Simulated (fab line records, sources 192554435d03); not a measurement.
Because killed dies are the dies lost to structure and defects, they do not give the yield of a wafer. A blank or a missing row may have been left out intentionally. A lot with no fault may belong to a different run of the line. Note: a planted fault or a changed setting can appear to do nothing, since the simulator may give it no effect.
The tool behind it: which one? ; flow n5Finfet ; 14 lots, 37 wafers sampled, at 1 step of a route of 1938

WHAT EACH GAUGE READ, for each wafer
N5_BEOL_M11_OVL_MEAS_29.
lot;measured;on;V10_OVL (nm)
L928;day 11 05:32;overlay-01;-0.9 0.4 0.2
L927;day 11 08:59;overlay-01;-0.7 0.3 0.6
L929;day 11 20:43;overlay-01;-1.9 -0.6 -1.3
L930;day 11 21:20;overlay-02;0.1 -0.2 -1.4
L931;day 11 21:31;overlay-01;0.1 0.5 1.2
L932;day 12 09:56;overlay-02;0.7 0.9 0.6
L934;day 12 16:29;overlay-02;-0.6 -0.5 -1.6
L937;day 13 11:48;overlay-02;-0.4 -0.8
L939;day 14 01:42;overlay-02;-0.6 -0.4 0.1
L941;day 14 15:33;overlay-01;-0.1 0.1
L942;day 15 00:38;overlay-01;-0.4 1.3
L947;day 17 14:15;overlay-01;0.6 -0.4 -0.2
L948;day 17 14:25;overlay-02;-0.8 0.8
L949;day 17 17:31;overlay-02;0.3 -0.2

WHAT TOOL EACH LOT RAN ON (gives the tool, then ch and the chambers of the sampled wafers, and finally the start)
There is no process step in the record ahead of these readings.

AS READ BY THE TOOLS THEMSELVES (means over the sampled wafers that have a number; for cases with no such wafer, the mark the record gives instead)
The record holds no such reading with a usual standard deviation.

THE ANSWER, worked out from the rows above alone
Rule: the usual values come from the lots themselves. Put in order of their means at a reading, lots are off if they are a third of the lots or fewer, leave a main group of 4 or more, and stand apart from it by a gap of 3 or more times the standard deviation of the main group's means; of several such gaps the widest counts. If all means in a main group match to the digits the tables above print for the reading, that group is not used. A lot without any number at a reading at which 4 lots or more have one is off too. Any other lot the step has rows for is counted as sound. Order of review: gauges by route order, followed by the tools' own readings, for which a lot's mean as printed above is used. At the first step where some lot is off, the reading lying furthest off is the one used; lots without a number count as furthest.
No lot is off on any of the readings shown, so nothing can be concluded from this.

WHAT THE SIMULATOR PUT IN
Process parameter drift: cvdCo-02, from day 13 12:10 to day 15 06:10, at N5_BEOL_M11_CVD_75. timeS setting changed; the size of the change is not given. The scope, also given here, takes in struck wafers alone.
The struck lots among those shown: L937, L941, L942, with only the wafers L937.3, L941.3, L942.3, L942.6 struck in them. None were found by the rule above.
